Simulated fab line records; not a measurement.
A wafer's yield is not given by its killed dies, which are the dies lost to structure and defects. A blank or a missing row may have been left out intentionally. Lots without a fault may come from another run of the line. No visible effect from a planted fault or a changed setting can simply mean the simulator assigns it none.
fab line records    flow n5Finfet
[record] lots = 4  wafers = 11  lastDay = 16
route steps=1938 shown BEOL_M1@831 BEOL_M2@841 BEOL_M4@1111 PASSIVATION@1936
lots untouched by any fault: they come from a run of this same line in which no faults occurred
startH: hours from the record's first day to the start of the lot's first wafer shown    waitH: hours since the lot's step before    " the same as in the row above    L1.1+2: a row that stands for several wafers    - no value, or no start was given    * or withheld: withheld    < > ~ a bound
route shown NAME@n: names a module that has steps shown in the file, with the first one's number in the route    usual: average and standard deviation across the fault-free wafers    same: alike in all rows    chamber/n: place in a boat    sites: the reading at each site    _std_site: the standard deviation of these    _edge_site: the outer-site mean with the inner-site mean subtracted    radiusMm: for every site, how far away it sits from the centre of the wafer    mask NAME#n: copy n    behind: the most recent tool/chamber to have shaped the wafer    hold: reason for holding the lot/hours on hold/outcome of the hold    device: transistor that didn't switch, given as n, p or np    end of line: the route-end tests of the same wafers    a step without rows: its recipe alone    killed: dies lost to structure and defects at the first sort, not the wafer's yield    map: a wafer's dies, x killed, . not, _ none there
set.NAME: the setting that was run; set.NAME@STEP: the one run at that earlier step    model.NAME: the simulator's own value behind a step, which no gauge read
a table for each step, a row for each wafer; lots at some steps of the route
services: from which hour (startH, from the record's first day; less than 0 if before it) a tool's chamber was out of use, for how many hours, and why
[[steps]]
[step N5_BEOL_M1_ECD_50]
[recipe] material = Cu  targetThkA = 3000
[step N5_BEOL_M1_ANNEAL_51]
[recipe] tempC = 225  timeS = 90  ambient = N2
[step N5_BEOL_M1_CMP_52]
[recipe] stopOn = SiOC  tOverpolishS = 6.8  downForcePsi = 1  platenRpm = 50  clearingPlatenDownForcePsi = 1.5  clearingPlatenRpm = 50  postCmpClean = cuAlkaline  targetThkNm = 40  clearingPlatenPadVelocityMS = 0.99484  padVelocityMS = 0.99484
[step N5_BEOL_M1_PRE_CLEAN_60]
[recipe] gas = NH3/H2  timeS = 15  tempC = *  rfPowerW = 300
[step N5_BEOL_M1_CO_CAP_55]
[recipe] material = Co  targetThkA = 20  tempC = 200  precursor = CCTBA/H2  pressureTorr = 30  timeS = 102.1
[step N5_BEOL_M1_PRE_CLEAN_56]
[recipe] gas = NH3  timeS = 15  tempC = withheld  rfPowerW = 300
[step N5_BEOL_M1_DEP_57]
[recipe] material = SiCN  targetThkA = 80  tempC = withheld  precursor = 3MS/NH3  pressureTorr = 3  rfW = 202  timeS = 14
[step N5_BEOL_M2_ILD_DEP_00]
[recipe] material = SiOC  targetThkA = 790  tempC = 350  precursor = DEMS/O2  pressureTorr = 5  rfW = 500  timeS = 15.3
[step N5_BEOL_M2_PECVD_72]
[recipe] material = SiO2  targetThkA = 160  tempC = 400  precursor = TEOS/O2  pressureTorr = 5.5  rfW = 450  teosFlowSccm = 53.8  gas = O2  flowSccm = 3000  timeS = 18
[usual] heaterPowerW = 725/110  showerheadPlenumPTorr = 8.81/0.032  throttleValvePct = 22.7/1
lot.wafer  tool      chamber  startH  waitH  heaterPowerW  showerheadPlenumPTorr  sinceWetCleanH  throttleValvePct  model.SiO2_of_BEOL_M2_PECVD_72.thkNm
L885.2     pecvd-01  0        139.39  0.0    808           8.82                   843             23.1              15.8
L885.4     "         1        "       "      908           8.78                   -               23.0              16.2
L885.6     "         2        "       "      679           8.82                   -               21.1              15.8
L902.1     pecvd-01  2        256.66  0.0    611           8.83                   207             21.6              22
L902.3     "         0        "       "      828           8.85                   961             23.9              15.6
L902.6     "         1        "       "      885           8.78                   -               23.3              22
L901.1     pecvd-01  1        257.17  0.0    890           8.80                   1686            22.9              21.8
L901.5     "         1        "       "      912           8.78                   -               23.1              15.8
L904.2     pecvd-03  2        260.48  0.0    748           8.76                   18              21.6              16
L904.5     "         1        "       "      539           8.78                   -               22.6              16.6
L904.6     "         2        "       "      738           8.76                   -               21.3              16.2
[step N5_BEOL_M2_HM_DEP_02]
[recipe] material = TiN  targetThkA = 200  tempC = 25  chamberPressurePa = 0.49996
[step N5_BEOL_M2_COAT_61]
[recipe] resist = SOC  tempC = 250  timeS = 60  spinRpm = 1500  resistThkNm = 60
[step N5_BEOL_M2_COAT_62]
[recipe] resist = SiARC  tempC = 220  timeS = 60  spinRpm = 1500  resistThkNm = 12
[step N5_BEOL_M2_COAT_73]
[recipe] resist = underlayer  tempC = 205  timeS = 60  spinRpm = 1500  resistThkNm = 5
[step N5_BEOL_M2_COAT_05]
[recipe] resist = CAR-EUV  spinRpm = 1500  resistThkNm = 30
[step N5_BEOL_M2_EBR_07]
[recipe] solvent = PGMEA  ebrWidthMm = 1.5
[step N5_BEOL_M2_SOFTBAKE_06]
[recipe] tempC = 110  timeS = 60  resist = CAR-EUV
[step N5_BEOL_M2_EXPOSE_08]
[recipe] maskId = M2  na = 0.33  sourceShape = dipole  sigmaInner = 0.369  sigmaOuter = 0.767  polarization = unpolarized  doseMj = 41.25
[step N5_BEOL_M2_PEB_09]
[recipe] pebTempC = 100  pebTimeS = 60  resist = CAR-EUV
[step N5_BEOL_M2_DEVELOP_10]
[recipe] developTimeS = 30  developer = TMAH  resist = CAR-EUV  rinseLiquid = surfactantRinse  dry = airSpin  devTempC = 23
[step N5_BEOL_M2_DESCUM_16]
[recipe] chemistry = O2  timeS = 7  sourcePowerW = 50  biasPowerW = 20  pressureMtorr = 20  rfFrequencyHz = 2.712e+07  tempC = 40  resist = CAR-EUV  o2FlowSccm = 225
[step N5_BEOL_M2_ETCH_74]
[recipe] chemistry = N2/H2  target = underlayer  targetDepthA = 65  maskMaterial = CAR-EUV  timeS = 5.2  ionEnergyEv = 200  pressureMtorr = 30  sourceW = 840  biasW = 150  n2FlowSccm = 200  h2FlowSccm = 200  ends = cleared
[step N5_BEOL_M2_ETCH_63]
[recipe] chemistry = CF4  target = SiARC  targetDepthA = 156  maskMaterial = CAR-EUV  timeS = 26  ionEnergyEv = 80  pressureMtorr = 40  sourceW = 545  biasW = 36  Ar_flow_sccm = 100  cf4FlowSccm = 100  ends = cleared
[step N5_BEOL_M2_ETCH_64]
[recipe] chemistry = N2/H2  target = SOC  targetDepthA = 750  overetchA = 225  maskMaterial = SiARC  tempC = 40  timeS = 121.9  ionEnergyEv = 200  pressureMtorr = 30  sourceW = 840  biasW = 150  n2FlowSccm = 200  h2FlowSccm = 200
[step N5_BEOL_M2_STRIP_65]
[recipe] chemistry = N2/H2  tempC = 40  n2FlowSccm = 200  h2FlowSccm = 200  rfFrequencyHz = 6e+07
[step N5_BEOL_M2_STRIP_75]
[recipe] chemistry = N2/H2  tempC = 40  n2FlowSccm = 200  h2FlowSccm = 200  rfFrequencyHz = 6e+07
[step N5_BEOL_M2_STRIP_66]
[recipe] chemistry = CF4  resist = SiARC  powerW = 300  biasPowerW = 75  pressureMtorr = 50  cf4FlowSccm = 150  rfFrequencyHz = 6e+07
[step N5_BEOL_M2_HM_OPEN_17]
[recipe] chemistry = Cl2/BCl3  targetDepthA = 200  overetchA = 60  target = TiN  maskMaterial = SOC  ionEnergyEv = 150  pressureMtorr = 10  icpW = 1000  biasW = 126  Cl2_flow_sccm = 53.25  bcl3FlowSccm = 21.75  Ar_flow_sccm = 25
[step N5_BEOL_M2_STRIP_19]
[recipe] chemistry = O2  powerW = 400  tempC = 40  pressureMtorr = 30  rfFrequencyHz = 6e+07  biasPowerW = 0  overashFraction = 0.2  o2FlowSccm = 225
[step N5_BEOL_M2_COAT_67]
[recipe] resist = SOC  tempC = 250  timeS = 60  spinRpm = 1500  resistThkNm = 60
[step N5_BEOL_M2_COAT_68]
[recipe] resist = SiARC  tempC = 220  timeS = 60  spinRpm = 1500  resistThkNm = 12
[step N5_BEOL_M2_COAT_76]
[recipe] resist = underlayer  tempC = 205  timeS = 60  spinRpm = 1500  resistThkNm = 5
[step N5_BEOL_M2_COAT_22]
[recipe] resist = CAR-EUV  spinRpm = 1500  resistThkNm = 30
[step N5_BEOL_M2_EBR_24]
[recipe] solvent = PGMEA  ebrWidthMm = 1.5
[step N5_BEOL_M2_SOFTBAKE_23]
[recipe] tempC = 110  timeS = 60  resist = CAR-EUV
[step N5_BEOL_M2_HM_STRIP_39]
[recipe] chemistry = peroxideTinStrip  material = TiN  targetDepthA = 250  tempC = 50  timeS = 158
[usual] bathGuardTempC = 49.9/0.46
lot.wafer  tool         chamber  startH  waitH  bathGuardTempC  model.SiO2_of_BEOL_M2_PECVD_72.thkNm
L885.2     wetBench-05  5        146.51  0.0    49.7            15.6
L885.4     "            3        "       "      49.4            16
L885.6     "            6        "       "      50.1            15.6
L902.1     wetBench-03  4        259.83  0.0    49.9            21.8
L902.3     "            0        "       "      49.9            15.6
L902.6     "            7        "       "      49.8            21.8
L901.1     wetBench-06  3        259.89  0.0    50.0            21.6
L901.5     "            1        "       "      49.6            15.6
L904.2     wetBench-05  4        266.63  0.0    50.7            15.8
L904.5     "            2        "       "      50.3            16.4
L904.6     "            3        "       "      48.9            16
[step N5_BEOL_M2_CMP_52]
[recipe] stopOn = SiOC  tOverpolishS = 6.8  downForcePsi = 1  platenRpm = 50  clearingPlatenDownForcePsi = 1.5  clearingPlatenRpm = 50  postCmpClean = cuAlkaline  targetThkNm = 40  clearingPlatenPadVelocityMS = 0.99484  padVelocityMS = 0.99484
[usual] barrierFieldEndpointS = 24.7/0.8  edgeZonePressureFrac = 1.000/0.0047  headPressurePsi = 1.0000/0.0021  motorCurrentA = 5.8/0.57  retainingRingPressureFrac = 1.000/0.0049
lot.wafer  tool    chamber  startH  waitH  barrierFieldEndpointS  edgeZonePressureFrac  headPressurePsi  motorCurrentA  retainingRingPressureFrac
L885.2     cmp-01  1        149.75  0.2    26.0                   0.990                 1.0007           6.4            0.994
L885.4     "       2        "       "      24.1                   1.007                 0.9988           5.1            1.001
L885.6     "       1        "       "      26.2                   0.997                 0.9972           6.6            0.995
L902.3     cmp-03  3        262.86  0.2    24.6                   0.999                 1.0015           5.6            0.996
L902.1     "       0        "       "      31.2                   1.000                 0.9968           6.1            0.998
L902.6     "       0        "       "      31.4                   1.002                 0.9974           5.9            0.999
L901.1     cmp-04  2        265.31  0.9    30.8                   1.009                 1.0001           6.3            0.997
L901.5     "       2        "       "      23.6                   0.999                 1.0000           6.7            0.999
L904.2     cmp-03  2        270.83  0.3    24.9                   0.997                 1.0009           5.7            0.996
L904.6     "       1        "       "      25.6                   0.994                 0.9990           5.6            1.006
L904.5     "       2        "       "      25.7                   0.995                 1.0006           5.4            1.000
[step N5_BEOL_M4_RC_MEAS_101]
[usual] DIBL_N = 36.8/2.2  DIBL_P = 37.0/2.8  IOFF_N = 0.18/0.043  IOFF_P = 0.23/0.05  ION_N = 680/14  ION_P = 466/9.1  SS_N = 71.7/0.74  SS_P = 73.5/0.79  VT_N = 248/4  VT_P = -249/4.1
lot.wafer  tool       chamber  startH  waitH  DIBL_N[mV/V]  DIBL_P[mV/V]  IOFF_N[nA/um]  IOFF_P[nA/um]  ION_N[uA/um]  ION_P[uA/um]  SS_N[mV/dec]  SS_P[mV/dec]  VT_N[mV]  VT_P[mV]
L885.2     prober-01  0        169.23  0.2    35.8          38.1          0.19           0.28           694           479           72.3          73.8          243       -245
L885.4     "          0        "       "      35.8          35.4          0.17           0.22           685           467           71.4          73.0          246       -249
L885.6     "          0        "       "      35.7          36.9          0.18           0.26           694           485           71.1          73.1          245       -244
L902.1     prober-01  0        284.51  0.0    38.5          37.3          0.21           0.24           673           461           71.9          73.1          248       -246
L902.3     "          0        "       "      39.8          40.3          0.25           0.30           703           480           72.1          73.8          242       -242
L902.6     "          0        "       "      36.5          37.5          0.17           0.24           676           468           72.0          73.3          248       -248
L901.1     prober-02  0        284.65  0.0    37.2          37.6          0.20           0.25           696           467           71.5          73.6          247       -246
L901.5     "          0        "       "      30.4          29.0          0.08           0.12           636           441           69.9          71.5          259       -257
L904.2     prober-01  0        291.65  0.2    38.2          36.8          0.20           0.21           685           460           73.4          73.5          249       -253
L904.5     "          0        "       "      39.9          39.7          0.23           0.27           689           469           73.1          74.4          244       -247
L904.6     "          0        "       "      35.9          35.6          0.16           0.20           680           461           71.6          73.0          252       -253
[step N5_PASSIVATION_PROBE_49]
[usual] defectLimitedYield = 91.4/1.5  killed_at_M0_to_M3 = 36/11  killed_at_M4_up = 14/6  killedAtContacts = 11/6  killedAtFrontEnd = 37/11  killedAtOther = 4/3.4  killedDies = 102/18  killedOpen = 66/13  killedShort = 34/7.8  sort_bin_5_function = 5.0/0.97  sort_bin_6_memory = 3.2/0.7  sort_bin_8_speed = 0.0/0.38  sortNPass = 1078/19  sortYieldPct = 91.3/1.6
[same] grossDies = 1180  killedAtBackSide = 0  sort_bin_4_leakage[%] = 0
lot.wafer  tool       chamber  startH  waitH  defectLimitedYield[%]  killed_at_M0_to_M3  killed_at_M4_up  killedAtContacts  killedAtFrontEnd  killedAtOther  killedDies  killedOpen  killedShort  sort_bin_5_function[%]  sort_bin_6_memory[%]  sort_bin_8_speed[%]  sortNPass  sortYieldPct[%]
L904.2     prober-01  -        395.12  0.1    91.5                   21                  9                23                45                2              100         68          31           4.8                     3.4                   0                    1080       91.5
L904.5     prober-01  -        395.27  0.2    92.4                   18                  20               18                34                0              90          59          29           4.3                     3.1                   0                    1090       92.4
L904.6     prober-01  -        395.32  0.3    88.1                   49                  17               13                60                1              140         88          47           7.2                     4.4                   0                    1040       88.1
// killed by level:class
L904.2 MOL_CONTACT_COAG:geometricParticle:open=18 STI_FIN_REVEAL:geometricParticle:open=15 BEOL_M0_SAQP:geometricParticle:short=9 DUMMY_GATE:geometricParticle:open=7 FIN_SAQP:geometricParticle:short=6 MOL_CONTACT_COAG:geometricParticle:short=5 BEOL_M0_SAQP:geometricParticle:open=4 BEOL_M2:geometricParticle:open=4
L904.5 MOL_CONTACT_COAG:geometricParticle:open=12 BEOL_M2:geometricParticle:open=7 BEOL_M4:geometricParticle:open=7 MOL_CONTACT_COAG:geometricParticle:short=6 BEOL_M3:geometricParticle:open=6 FIN_SAQP:geometricParticle:short=5 STI_FIN_REVEAL:geometricParticle:open=5 STI_FIN_REVEAL:geometricParticle:short=4
L904.6 STI_FIN_REVEAL:geometricParticle:open=14 BEOL_M0_SAQP:geometricParticle:open=13 BEOL_M0_SAQP:geometricParticle:short=11 MOL_CONTACT_COAG:geometricParticle:open=9 DUMMY_GATE:geometricParticle:open=8 BEOL_M3:geometricParticle:open=8 FIN_SAQP:geometricParticle:open=6 FIN_SAQP:geometricParticle:short=6
[[services]]
tool         chamber  startH  hours  kind
wetBench-06  -        131.95  1.9    pm
wetBench-03  -        135.46  4.0    repair
cmp-01       -        138.49  3.2    repair
pecvd-03     -        138.88  0.5    repair
cmp-01       -        171.90  0.8    repair
pecvd-03     2        183.26  5.5    scheduledDown
cmp-04       -        183.56  0.9    repair
wetBench-05  -        188.75  2.9    repair
pecvd-03     1        196.50  16.5   scheduledDown
cmp-01       -        196.55  4.0    pm
cmp-01       -        200.55  -      consumableReplace:conditioner
cmp-01       -        200.55  -      consumableReplace:pad
cmp-03       -        203.50  4.0    pm
cmp-03       -        207.50  -      consumableReplace:conditioner
cmp-03       -        207.50  -      consumableReplace:pad
pecvd-03     2        213.00  -      clean
pecvd-03     2        213.00  -      consumableReplace:showerhead
cmp-01       -        213.32  1.2    repair
cmp-03       -        218.71  1.1    repair
cmp-03       -        221.52  5.1    pm
cmp-04       -        244.19  3.7    pm
wetBench-03  -        260.60  3.7    repair
pecvd-01     2        261.82  2.1    scheduledDown
cmp-03       -        267.36  0.8    repair
[[key]]
[firstSign] step = N5_BEOL_M2_CMP_52  reading = barrierFieldEndpointS  direction = up  sigmas = 8.1  usual = 24.7  struck = 31.1
effect none on later readings
[modelEffect] step = N5_BEOL_M2_PECVD_72  value = SiO2_of_BEOL_M2_PECVD_72.thkNm  without = 15.6  struck = 21.93
[modelEffect] step = N5_BEOL_M2_HM_STRIP_39  value = SiO2_of_BEOL_M2_PECVD_72.thkNm  without = 15.4  struck = 21.73
metAt N5_BEOL_M2_PECVD_72
struckWafers L901.1,L902.1,L902.6
onsetBetween 139.39 256.66
[fault] kind = processParameterDrift  tool = pecvd-01  chamber = -  onsetH = 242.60  steps = N5_BEOL_M2_PECVD_72  channel = timeS  offset = *  shape = step  endH = 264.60  scope = struckWafersOnly  actsIn = *  stated = *
